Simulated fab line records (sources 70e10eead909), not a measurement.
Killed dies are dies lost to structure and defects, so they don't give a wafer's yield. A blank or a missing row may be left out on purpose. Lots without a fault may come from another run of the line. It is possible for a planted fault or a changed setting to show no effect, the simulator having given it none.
The tool behind it: which one? || flow nandHarc || 11 lots, 33 wafers sampled, at 7 steps of a route of 1302

## WHAT EACH GAUGE READ, for each wafer
NHARC_P_CONTACT_CD_MEAS_12: the cd target is 90 nm.
{"lot": "L552", "measured": "day 7 09:04", "on": "cdSem-01", "cdNm (nm)": "89.5 89.4 88.7"}
{"lot": "L554", "measured": "day 8 00:49", "on": "cdSem-03", "cdNm (nm)": "89.1 90.4 89.8"}
{"lot": "L558", "measured": "day 9 17:38", "on": "cdSem-03", "cdNm (nm)": "81.3 89.6 89.4"}
{"lot": "L559", "measured": "day 10 06:57", "on": "cdSem-03", "cdNm (nm)": "81.3 80.8 89.9"}
{"lot": "L566", "measured": "day 12 23:49", "on": "cdSem-01", "cdNm (nm)": "89.0 90.0 89.1"}
{"lot": "L568", "measured": "day 13 15:54", "on": "cdSem-01", "cdNm (nm)": "90.0 90.5 89.4"}
{"lot": "L567", "measured": "day 13 16:40", "on": "cdSem-02", "cdNm (nm)": "89.1 89.9 89.6"}
{"lot": "L569", "measured": "day 14 07:22", "on": "cdSem-03", "cdNm (nm)": "89.5 89.3 90.0"}
{"lot": "L570", "measured": "day 14 20:29", "on": "cdSem-02", "cdNm (nm)": "89.7 90.3 88.6"}
{"lot": "L571", "measured": "day 15 04:44", "on": "cdSem-02", "cdNm (nm)": "88.3 89.0 89.2"}
{"lot": "L572", "measured": "day 15 17:26", "on": "cdSem-01", "cdNm (nm)": "89.3 89.5 90.4"}

NHARC_P_CONTACT_CD_MEAS_19.
{"lot": "L552", "measured": "day 7 10:08", "on": "cdSem-03", "cdNm (nm)": "90.3 90.8 88.1"}
{"lot": "L554", "measured": "day 8 02:01", "on": "cdSem-01", "cdNm (nm)": "91.4 93.0 90.4"}
{"lot": "L558", "measured": "day 9 18:42", "on": "cdSem-03", "cdNm (nm)": "82.3 87.7 91.7"}
{"lot": "L559", "measured": "day 10 08:10", "on": "cdSem-01", "cdNm (nm)": "81.7 83.5 90.4"}
{"lot": "L566", "measured": "day 13 01:01", "on": "cdSem-01", "cdNm (nm)": "87.6 88.1 90.3"}
{"lot": "L568", "measured": "day 13 17:06", "on": "cdSem-02", "cdNm (nm)": "90.4 91.0 90.6"}
{"lot": "L567", "measured": "day 13 17:44", "on": "cdSem-01", "cdNm (nm)": "89.8 87.5 91.0"}
{"lot": "L569", "measured": "day 14 08:27", "on": "cdSem-02", "cdNm (nm)": "91.0 87.8 92.1"}
{"lot": "L570", "measured": "day 14 21:32", "on": "cdSem-02", "cdNm (nm)": "89.4 88.4 88.2"}
{"lot": "L571", "measured": "day 15 05:48", "on": "cdSem-03", "cdNm (nm)": "89.2 87.7 90.0"}
{"lot": "L572", "measured": "day 15 18:29", "on": "cdSem-02", "cdNm (nm)": "89.6 90.5 92.0"}

NHARC_END_SORT_01.
{"lot": "L559", "measured": "day 28 10:43", "on": "prober-02", "killedAtArray": "32 36", "killedAtOther": "0 3", "killedAtPeriphery": "2 4", "killedDies": "34 43", "killedOpen": "1 3", "killedShort": "3 2"}

## WHAT TOOL EACH LOT RAN ON (gives the tool, then ch and the chambers of the sampled wafers, and finally the start)
{"lot": "L552", "NHARC_P_GATE_STRIP_112": "plasmaAsher-02 ch 0,1, day 7 03:14", "NHARC_P_GATE_DESCUM_93": "rieDiel-10 ch 0,1,2, day 7 04:35", "NHARC_P_CONTACT_PEB_10": "lithoTrack-06 ch 0, day 7 08:59", "NHARC_P_CONTACT_ETCH_36": "rieDiel-05 ch 0,3, day 7 10:08 or earlier"}
{"lot": "L554", "NHARC_P_GATE_STRIP_112": "plasmaAsher-01 ch 0,1, day 7 18:57", "NHARC_P_GATE_DESCUM_93": "rieDiel-04 ch 1,2,3, day 7 20:18", "NHARC_P_CONTACT_PEB_10": "lithoTrack-01 ch 0, day 8 00:44", "NHARC_P_CONTACT_ETCH_36": "rieDiel-06 ch 0,3, day 8 02:01 or earlier"}
{"lot": "L558", "NHARC_P_GATE_STRIP_112": "plasmaAsher-01 ch 0,1, day 9 11:47", "NHARC_P_GATE_DESCUM_93": "rieDiel-10 ch 0,2, day 9 13:08", "NHARC_P_CONTACT_PEB_10": "lithoTrack-01 ch 0, day 9 17:34", "NHARC_P_CONTACT_ETCH_36": "rieDiel-06 ch 1,2,3, day 9 18:42 or earlier"}
{"lot": "L559", "NHARC_P_GATE_STRIP_112": "plasmaAsher-02 ch 0,1, day 10 01:14", "NHARC_P_GATE_DESCUM_93": "rieDiel-04 ch 0,1,2, day 10 02:26", "NHARC_P_CONTACT_PEB_10": "lithoTrack-01 ch 0, day 10 06:52", "NHARC_P_CONTACT_ETCH_36": "rieDiel-05 ch 0,2,3, day 10 08:10 or earlier"}
{"lot": "L566", "NHARC_P_GATE_STRIP_112": "plasmaAsher-02 ch 0,1, day 12 18:04", "NHARC_P_GATE_DESCUM_93": "rieDiel-04 ch 0,1,2, day 12 19:24", "NHARC_P_CONTACT_PEB_10": "lithoTrack-04 ch 0, day 12 23:44", "NHARC_P_CONTACT_ETCH_36": "rieDiel-02 ch 0,3, day 13 01:01 or earlier"}
{"lot": "L568", "NHARC_P_GATE_STRIP_112": "plasmaAsher-01 ch 0,1, day 13 10:16", "NHARC_P_GATE_DESCUM_93": "rieDiel-04 ch 0,1,2, day 13 11:30", "NHARC_P_CONTACT_PEB_10": "lithoTrack-01 ch 0, day 13 15:49", "NHARC_P_CONTACT_ETCH_36": "rieDiel-05 ch 1,2,3, day 13 17:06 or earlier"}
{"lot": "L567", "NHARC_P_GATE_STRIP_112": "plasmaAsher-01 ch 0,1, day 13 10:50", "NHARC_P_GATE_DESCUM_93": "rieDiel-01 ch 0,3, day 13 12:08", "NHARC_P_CONTACT_PEB_10": "lithoTrack-04 ch 0, day 13 16:35", "NHARC_P_CONTACT_ETCH_36": "rieDiel-06 ch 1,2,3, day 13 17:44 or earlier"}
{"lot": "L569", "NHARC_P_GATE_STRIP_112": "plasmaAsher-02 ch 0,1, day 14 01:41", "NHARC_P_GATE_DESCUM_93": "rieDiel-04 ch 2,3, day 14 02:51", "NHARC_P_CONTACT_PEB_10": "lithoTrack-04 ch 0, day 14 07:17", "NHARC_P_CONTACT_ETCH_36": "rieDiel-05 ch 0,1, day 14 08:27 or earlier"}
{"lot": "L570", "NHARC_P_GATE_STRIP_112": "plasmaAsher-02 ch 0,1, day 14 14:51", "NHARC_P_GATE_DESCUM_93": "rieDiel-01 ch 0,2,3, day 14 16:05", "NHARC_P_CONTACT_PEB_10": "lithoTrack-04 ch 0, day 14 20:23", "NHARC_P_CONTACT_ETCH_36": "rieDiel-02 ch 0,1, day 14 21:32 or earlier"}
{"lot": "L571", "NHARC_P_GATE_STRIP_112": "plasmaAsher-01 ch 0,1, day 14 22:37", "NHARC_P_GATE_DESCUM_93": "rieDiel-10 ch 0,2,3, day 14 23:53", "NHARC_P_CONTACT_PEB_10": "lithoTrack-01 ch 0, day 15 04:40", "NHARC_P_CONTACT_ETCH_36": "rieDiel-02 ch 0,3, day 15 05:48 or earlier"}
{"lot": "L572", "NHARC_P_GATE_STRIP_112": "plasmaAsher-02 ch 0,1, day 15 11:10", "NHARC_P_GATE_DESCUM_93": "rieDiel-04 ch 0,1,3, day 15 12:19", "NHARC_P_CONTACT_PEB_10": "lithoTrack-06 ch 0, day 15 17:21", "NHARC_P_CONTACT_ETCH_36": "rieDiel-05 ch 0,1,3, day 15 18:29 or earlier"}
- NHARC_P_GATE_STRIP_112: strips in N2/H2, time 200 s.
- NHARC_P_GATE_DESCUM_93: chemistry O2, time 3 s.
- NHARC_P_CONTACT_PEB_10: peb time 65 s.
- NHARC_P_CONTACT_ETCH_36: etches the open film in N2/H2, target depth 260 nm, time 406.25 s.

## WHAT THE TOOLS THEMSELVES READ (means of the sampled wafers that have a number; where no wafer has one, the mark that the record gives instead)
NHARC_P_GATE_STRIP_112.
{"lot": "L552", "tool": "plasmaAsher-02", "drypumpMotorCurrentA (A)": 5.79, "heaterPowerW (W)": 84.3}
{"lot": "L554", "tool": "plasmaAsher-01", "drypumpMotorCurrentA (A)": 5.68, "heaterPowerW (W)": 89.1}
{"lot": "L558", "tool": "plasmaAsher-01", "drypumpMotorCurrentA (A)": 5.68, "heaterPowerW (W)": 89.0}
{"lot": "L559", "tool": "plasmaAsher-02", "drypumpMotorCurrentA (A)": 5.60, "heaterPowerW (W)": 85.7}
{"lot": "L566", "tool": "plasmaAsher-02", "drypumpMotorCurrentA (A)": 5.78, "heaterPowerW (W)": 86.1}
{"lot": "L568", "tool": "plasmaAsher-01", "drypumpMotorCurrentA (A)": 5.82, "heaterPowerW (W)": 91.3}
{"lot": "L567", "tool": "plasmaAsher-01", "drypumpMotorCurrentA (A)": 5.82, "heaterPowerW (W)": 88.1}
{"lot": "L569", "tool": "plasmaAsher-02", "drypumpMotorCurrentA (A)": 5.79, "heaterPowerW (W)": 85.5}
{"lot": "L570", "tool": "plasmaAsher-02", "drypumpMotorCurrentA (A)": 5.78, "heaterPowerW (W)": 86.2}
{"lot": "L571", "tool": "plasmaAsher-01", "drypumpMotorCurrentA (A)": 5.82, "heaterPowerW (W)": 88.7}
{"lot": "L572", "tool": "plasmaAsher-02", "drypumpMotorCurrentA (A)": 5.78, "heaterPowerW (W)": 86.2}

NHARC_P_GATE_DESCUM_93.
{"lot": "L552", "tool": "rieDiel-10", "drypumpMotorCurrentA (A)": 5.8, "o2FlowSccm (sccm)": 199.9, "oesProductAu (a.u.)": 1.001, "rfVppV (V)": 57.5, "showerheadPlenumPTorr (Torr)": 1.87, "throttleValvePct (%)": 11.312}
{"lot": "L554", "tool": "rieDiel-04", "drypumpMotorCurrentA (A)": 5.6, "o2FlowSccm (sccm)": 199.4, "oesProductAu (a.u.)": 1.010, "rfVppV (V)": 58.1, "showerheadPlenumPTorr (Torr)": 2.00, "throttleValvePct (%)": 11.303}
{"lot": "L558", "tool": "rieDiel-10", "drypumpMotorCurrentA (A)": 5.9, "o2FlowSccm (sccm)": 200.0, "oesProductAu (a.u.)": 1.003, "rfVppV (V)": 57.7, "showerheadPlenumPTorr (Torr)": 1.90, "throttleValvePct (%)": 11.304}
{"lot": "L559", "tool": "rieDiel-04", "drypumpMotorCurrentA (A)": 5.4, "o2FlowSccm (sccm)": 200.2, "oesProductAu (a.u.)": 1.004, "rfVppV (V)": 57.8, "showerheadPlenumPTorr (Torr)": 1.98, "throttleValvePct (%)": 11.298}
{"lot": "L566", "tool": "rieDiel-04", "drypumpMotorCurrentA (A)": 5.4, "o2FlowSccm (sccm)": 199.7, "oesProductAu (a.u.)": 1.012, "rfVppV (V)": 57.5, "showerheadPlenumPTorr (Torr)": 1.98, "throttleValvePct (%)": 11.309}
{"lot": "L568", "tool": "rieDiel-04", "drypumpMotorCurrentA (A)": 5.4, "o2FlowSccm (sccm)": 200.4, "oesProductAu (a.u.)": 0.998, "rfVppV (V)": 57.6, "showerheadPlenumPTorr (Torr)": 1.98, "throttleValvePct (%)": 11.305}
{"lot": "L567", "tool": "rieDiel-01", "drypumpMotorCurrentA (A)": 6.0, "o2FlowSccm (sccm)": 199.9, "oesProductAu (a.u.)": 1.006, "rfVppV (V)": 58.0, "showerheadPlenumPTorr (Torr)": 1.90, "throttleValvePct (%)": 11.313}
{"lot": "L569", "tool": "rieDiel-04", "drypumpMotorCurrentA (A)": 5.4, "o2FlowSccm (sccm)": 199.9, "oesProductAu (a.u.)": 1.001, "rfVppV (V)": 57.9, "showerheadPlenumPTorr (Torr)": 2.03, "throttleValvePct (%)": 11.303}
{"lot": "L570", "tool": "rieDiel-01", "drypumpMotorCurrentA (A)": 5.8, "o2FlowSccm (sccm)": 199.9, "oesProductAu (a.u.)": 1.005, "rfVppV (V)": 57.3, "showerheadPlenumPTorr (Torr)": 1.90, "throttleValvePct (%)": 11.323}
{"lot": "L571", "tool": "rieDiel-10", "drypumpMotorCurrentA (A)": 5.7, "o2FlowSccm (sccm)": 200.3, "oesProductAu (a.u.)": 0.994, "rfVppV (V)": 58.7, "showerheadPlenumPTorr (Torr)": 1.92, "throttleValvePct (%)": 11.314}
{"lot": "L572", "tool": "rieDiel-04", "drypumpMotorCurrentA (A)": 5.7, "o2FlowSccm (sccm)": 200.2, "oesProductAu (a.u.)": 1.002, "rfVppV (V)": 57.6, "showerheadPlenumPTorr (Torr)": 2.00, "throttleValvePct (%)": 11.326}

NHARC_P_CONTACT_PEB_10.
{"lot": "L552", "tool": "lithoTrack-06", "heaterPowerTotalW (W)": 156.9, "plateTempC (C)": 100.14}
{"lot": "L554", "tool": "lithoTrack-01", "heaterPowerTotalW (W)": 157.1, "plateTempC (C)": 99.92}
{"lot": "L558", "tool": "lithoTrack-01", "heaterPowerTotalW (W)": 162.4, "plateTempC (C)": 100.03}
{"lot": "L559", "tool": "lithoTrack-01", "heaterPowerTotalW (W)": 169.6, "plateTempC (C)": 100.15}
{"lot": "L566", "tool": "lithoTrack-04", "heaterPowerTotalW (W)": 156.3, "plateTempC (C)": 100.04}
{"lot": "L568", "tool": "lithoTrack-01", "heaterPowerTotalW (W)": 156.8, "plateTempC (C)": 99.99}
{"lot": "L567", "tool": "lithoTrack-04", "heaterPowerTotalW (W)": 156.1, "plateTempC (C)": 99.97}
{"lot": "L569", "tool": "lithoTrack-04", "heaterPowerTotalW (W)": 156.8, "plateTempC (C)": 99.95}
{"lot": "L570", "tool": "lithoTrack-04", "heaterPowerTotalW (W)": 156.3, "plateTempC (C)": 100.07}
{"lot": "L571", "tool": "lithoTrack-01", "heaterPowerTotalW (W)": 156.6, "plateTempC (C)": 100.09}
{"lot": "L572", "tool": "lithoTrack-06", "heaterPowerTotalW (W)": 156.8, "plateTempC (C)": 99.89}

NHARC_P_CONTACT_ETCH_36.
{"lot": "L552", "tool": "rieDiel-05", "drypumpMotorCurrentA (A)": 5.7, "oesProductAu (a.u.)": 0.992, "rfVppV (V)": 432.2, "showerheadPlenumPTorr (Torr)": 2.09, "throttleValvePct (%)": 14.179}
{"lot": "L554", "tool": "rieDiel-06", "drypumpMotorCurrentA (A)": 6.0, "oesProductAu (a.u.)": 1.006, "rfVppV (V)": 428.9, "showerheadPlenumPTorr (Torr)": 1.96, "throttleValvePct (%)": 14.167}
{"lot": "L558", "tool": "rieDiel-06", "drypumpMotorCurrentA (A)": 6.1, "oesProductAu (a.u.)": 1.007, "rfVppV (V)": 430.3, "showerheadPlenumPTorr (Torr)": 2.03, "throttleValvePct (%)": 14.165}
{"lot": "L559", "tool": "rieDiel-05", "drypumpMotorCurrentA (A)": 5.5, "oesProductAu (a.u.)": 1.001, "rfVppV (V)": 432.2, "showerheadPlenumPTorr (Torr)": 2.09, "throttleValvePct (%)": 14.173}
{"lot": "L566", "tool": "rieDiel-02", "drypumpMotorCurrentA (A)": 6.1, "oesProductAu (a.u.)": 1.000, "rfVppV (V)": 429.7, "showerheadPlenumPTorr (Torr)": 2.01, "throttleValvePct (%)": 14.168}
{"lot": "L568", "tool": "rieDiel-05", "drypumpMotorCurrentA (A)": 5.6, "oesProductAu (a.u.)": 1.000, "rfVppV (V)": 430.6, "showerheadPlenumPTorr (Torr)": 2.04, "throttleValvePct (%)": 14.166}
{"lot": "L567", "tool": "rieDiel-06", "drypumpMotorCurrentA (A)": 6.1, "oesProductAu (a.u.)": 1.008, "rfVppV (V)": 430.4, "showerheadPlenumPTorr (Torr)": 2.03, "throttleValvePct (%)": 14.167}
{"lot": "L569", "tool": "rieDiel-05", "drypumpMotorCurrentA (A)": 6.2, "oesProductAu (a.u.)": 1.008, "rfVppV (V)": 430.7, "showerheadPlenumPTorr (Torr)": 2.07, "throttleValvePct (%)": 14.173}
{"lot": "L570", "tool": "rieDiel-02", "drypumpMotorCurrentA (A)": 6.3, "oesProductAu (a.u.)": 1.011, "rfVppV (V)": 432.6, "showerheadPlenumPTorr (Torr)": 2.11, "throttleValvePct (%)": 14.168}
{"lot": "L571", "tool": "rieDiel-02", "drypumpMotorCurrentA (A)": 5.9, "oesProductAu (a.u.)": 1.000, "rfVppV (V)": 431.3, "showerheadPlenumPTorr (Torr)": 2.06, "throttleValvePct (%)": 14.165}
{"lot": "L572", "tool": "rieDiel-05", "drypumpMotorCurrentA (A)": 5.8, "oesProductAu (a.u.)": 1.009, "rfVppV (V)": 430.5, "showerheadPlenumPTorr (Torr)": 2.04, "throttleValvePct (%)": 14.163}

## THE ANSWER, worked out from the rows above alone
Rule: what is usual is taken from the lots themselves. The widest of any qualifying gaps counts: lots, ordered by their means at a reading, are off when they make up no more than a third of the lots, leave a main group of 4 or more, and stand apart from it by 3 or more times the standard deviation of that group's means. If all means in a main group match to the digits the tables above print for the reading, that group is not used. A lot without any number at a reading at which 4 lots or more have one is off too. All remaining lots with rows at the step are treated as sound. After the gauges, taken in route order, come the tools' own readings; for these a lot's mean is taken, as printed above. The first step at which some lot is off is used, and at that step the reading that is off furthest; a lot without a number counts as furthest.
Off at NHARC_P_CONTACT_CD_MEAS_12 (cdNm): L558, L559. Main group: mean 89.5 nm, sd 0.32.
If a tool, at a process step before that reading, ran all the lots that are off and no sound lot after the first of them, it fits. The gauges at NHARC_P_CONTACT_CD_MEAS_12 aren't tried: what is off there is off at NHARC_P_GATE_STRIP_112 too, on other tools, and a gauge's error can't cause that. Not one of the candidates tried fits.

## WHAT THE SIMULATOR PUT IN
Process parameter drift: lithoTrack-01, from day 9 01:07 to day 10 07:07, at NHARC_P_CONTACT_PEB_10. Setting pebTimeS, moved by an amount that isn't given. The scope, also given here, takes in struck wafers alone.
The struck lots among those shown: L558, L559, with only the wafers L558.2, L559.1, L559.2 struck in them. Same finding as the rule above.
